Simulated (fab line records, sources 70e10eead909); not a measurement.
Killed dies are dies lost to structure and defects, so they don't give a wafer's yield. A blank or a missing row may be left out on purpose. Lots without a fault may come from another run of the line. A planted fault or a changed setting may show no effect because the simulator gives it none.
fab line records | flow nand_harc
record lots=5 wafers=15 last_day=31
route steps=1302 shown P_ZERO_WELL@29
lots that met no fault: from a run of the same line without faults
start_h: hours from the record's first day to the start of the lot's first wafer shown | wait_h: hours since the lot's step before | " the same as in the row above | L1.1+2: a row that stands for several wafers | - no value, or no start given | * or withheld: withheld | < > ~ a bound
route shown NAME@n: a module of which the file shows steps, and the number in the route of the first | usual: mean/standard deviation of fault-free wafers | same: alike in all rows | chamber/n: place in a boat | sites: the reading at each site | _std_site: their standard deviation | _edge_site: outer sites' mean less inner sites' | radius_mm: how far each site lies from the wafer's centre | mask NAME#n: copy n | behind: the tool/chamber that last shaped the wafer | hold: why the lot was held/for how many hours/how that ended | device: the transistor (n, p or np) that didn't switch | end of line: the same wafers' tests at the end of the route | a step without rows: its recipe alone | killed: dies lost to structure and defects at the first sort, not the wafer's yield | map: a wafer's dies, x killed, . not, _ none there
set.NAME: the setting as run; set.NAME@STEP: as run at that earlier step | model.NAME: the simulator's own value behind a step, which no gauge read
lots at some steps of the route; a table a step, a row a wafer
services: from which hour (start_h, from the record's first day; less than 0 if before it) a tool's chamber was out of use, for how many hours, and why
## steps
# step NHARC_P_ZERO_WELL_CD_MEAS_24
# recipe target_cd_nm=720 landing_energy_ev=500
# usual cd_nm=720.2/2.5
# columns lot.wafer tool chamber start_h wait_h cd_nm
L624.3 cd_sem-02 0 32.68 - 720.8
L624.4 " 0 " " 719.7
L624.6 " 0 " " 721.8
L626.3 cd_sem-02 0 52.69 - 718.3
L626.4 " 0 " " 721.2
L626.6 " 0 " " 720.7
L629.1 cd_sem-03 0 82.45 - 722.0
L629.2 " 0 " " 725.9
L629.5 " 0 " " 718.4
L638.2 cd_sem-03 0 172.69 - 722.2
L638.5 " 0 " " 722.4
L638.6 " 0 " " 715.6
L642.2 cd_sem-02 0 212.56 - 721.8
L642.3 " 0 " " 718.5
L642.5 " 0 " " 720.7
# step NHARC_P_ZERO_WELL_HARDBAKE_25
# recipe temp_c=125 time_s=80
# step NHARC_P_ZERO_WELL_DESCUM_26
# recipe time_s=3 o2_flow_sccm=200 ar_flow_sccm=0 bias_power_w=0 chemistry=O2
# usual drypump_motor_current_A=5.8/0.48 oes_product_au=0.995/0.013 rf_vpp_V=57.7/0.81 showerhead_plenum_p_Torr=1.89/0.087 throttle_valve_pct=11.310/0.0097
# columns lot.wafer tool chamber start_h wait_h drypump_motor_current_A oes_product_au rf_hours_counter_h rf_vpp_V showerhead_plenum_p_Torr throttle_valve_pct
L624.4 rie_diel-06 2 32.86 - 5.3 0.998 19 56.2 1.80 11.307
L624.3 " 3 " " 6.0 0.990 22 57.7 2.00 11.298
L624.6 " 1 " " 6.7 0.972 - 56.5 1.78 11.295
L626.4 rie_diel-06 0 52.86 - 5.7 0.982 29 56.9 2.01 11.308
L626.3 " 2 " " 5.2 0.994 28 57.7 1.80 11.311
L626.6 " 3 " " 6.0 0.978 - 57.8 2.00 11.300
L629.1 rie_diel-04 3 82.61 - 6.2 1.004 25 57.1 1.80 11.327
L629.2 " 2 " " 6.0 0.997 22 57.1 1.80 11.308
L629.5 " 0 " " 5.7 0.971 - 58.0 1.90 11.313
L638.2 rie_diel-01 0 172.86 - 5.0 1.002 46 57.8 1.91 11.300
L638.5 " 3 " " 5.2 0.998 - 57.2 1.83 11.302
L638.6 " 0 " " 5.0 1.011 - 57.9 1.91 11.291
L642.2 rie_diel-06 0 212.95 - 5.8 0.992 26 57.7 2.00 11.314
L642.3 " 1 " " 6.8 1.007 26 59.5 2.07 11.334
L642.5 " 3 " " 6.0 0.983 - 59.1 1.98 11.321
# step NHARC_P_ZERO_WELL_IMPLANT_27
# recipe energy_kev=600 dose_cm2=1e+13 tilt_deg=7
# step NHARC_P_ZERO_WELL_IMPLANT_57
# recipe energy_kev=250 dose_cm2=4e+12 tilt_deg=7
# step NHARC_P_ZERO_WELL_IMPLANT_58
# recipe energy_kev=100 dose_cm2=2e+12 tilt_deg=7
# step NHARC_P_ZERO_WELL_STRIP_28
# recipe time_s=840 temp_c=130 chemistry=SPM
# step NHARC_P_ZERO_WELL_DEHYDRATE_29
# recipe temp_c=150 time_s=120
# step NHARC_P_ZERO_WELL_HMDS_30
# recipe time_s=30
# step NHARC_P_ZERO_WELL_COAT_31
# recipe spin_rpm=withheld
# step NHARC_P_ZERO_WELL_SOFTBAKE_32
# recipe temp_c=122 time_s=95
# step NHARC_P_ZERO_WELL_EBR_33
# step NHARC_P_ZERO_WELL_EXPOSE_34
# recipe na=0.6 target_cd_nm=720 dose_mj=22.31 mask_id=P_PWELL
# columns lot.wafer tool chamber start_h wait_h mask
L624.3+4+6 krf_scanner-03 0 34.18 - P_PWELL#0
L626.3+4+6 krf_scanner-02 0 54.18 - P_PWELL#0
L629.1+2+5 krf_scanner-01 0 83.94 - P_PWELL#0
L638.2+5+6 krf_scanner-01 0 174.05 - P_PWELL_R1#0
L642.2+3+5 krf_scanner-02 0 214.13 - P_PWELL#0
# step NHARC_P_ZERO_WELL_PEB_35
# recipe peb_temp_c=118 peb_time_s=85
# step NHARC_P_ZERO_WELL_DEVELOP_36
# recipe time_s=70
# step NHARC_P_ZERO_WELL_CD_MEAS_37
# recipe target_cd_nm=720 landing_energy_ev=500
# usual cd_nm=721.1/2.2
# columns lot.wafer tool chamber start_h wait_h cd_nm
L624.3 cd_sem-01 0 34.33 - 718.3
L624.4 " 0 " " 720.3
L624.6 " 0 " " 721.9
L626.3 cd_sem-02 0 54.33 - 719.8
L626.4 " 0 " " 720.2
L626.6 " 0 " " 721.0
L629.1 cd_sem-01 0 84.09 - 725.9
L629.2 " 0 " " 721.4
L629.5 " 0 " " 719.1
L638.2 cd_sem-02 0 174.21 - 736.8
L638.5 " 0 " " 737.7
L638.6 " 0 " " 732.0
L642.2 cd_sem-01 0 214.29 - 722.2
L642.3 " 0 " " 723.0
L642.5 " 0 " " 720.9
# step NHARC_P_ZERO_WELL_HARDBAKE_38
# recipe temp_c=125 time_s=80
## services
# columns tool chamber start_h hours kind
rie_diel-06 0 11.33 - clean
rie_diel-04 1 19.55 3.7 repair
rie_diel-01 - 27.16 9.0 pm
krf_scanner-03 - 52.00 4.0 pm
krf_scanner-02 - 66.33 0.8 repair
krf_scanner-03 - 78.10 0.7 repair
krf_scanner-03 - 80.89 3.8 repair
krf_scanner-01 - 84.45 0.6 repair
krf_scanner-02 - 93.51 0.5 repair
krf_scanner-02 - 94.03 4.0 pm
krf_scanner-03 - 94.39 7.1 repair
rie_diel-04 2 94.87 7.6 repair
rie_diel-04 1 97.44 10.4 repair
krf_scanner-03 - 122.60 2.2 repair
rie_diel-06 - 130.32 9.0 pm
krf_scanner-01 - 140.03 4.0 pm
rie_diel-01 - 140.07 5.8 repair
rie_diel-04 3 167.28 10.8 repair
rie_diel-04 - 179.61 9.0 pm
krf_scanner-02 - 180.19 1.5 repair
rie_diel-06 0 187.06 7.9 repair
rie_diel-01 1 194.37 6.1 repair
rie_diel-04 - 196.15 0.7 repair
rie_diel-01 - 204.16 9.0 pm
## key
first_sign step=NHARC_P_ZERO_WELL_EXPOSE_34 reading=mask direction=changed
effect step=NHARC_P_ZERO_WELL_CD_MEAS_37 reading=cd_nm direction=up sigmas=6.7 usual=721.1 struck=735.5
met_at NHARC_P_ZERO_WELL_EXPOSE_34
struck_wafers L638.2,L638.5,L638.6
tester_left_out L638
onset_between 83.94 174.05
fault kind=wrong_mask tool=any chamber=- onset_h=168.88 steps=NHARC_P_ZERO_WELL_EXPOSE_34 aux_copy=P_PWELL_R1#0 cd_offset_nm=13.424 scope=struck_lots_only
# tester_left_out: of these lots the tester's yield and bins aren't shown, on N5 and GAA mostly nor the transistor test; their killed dies are dies lost to structure and defects alone, not to doping, threshold or leakage, so they don't give the yield
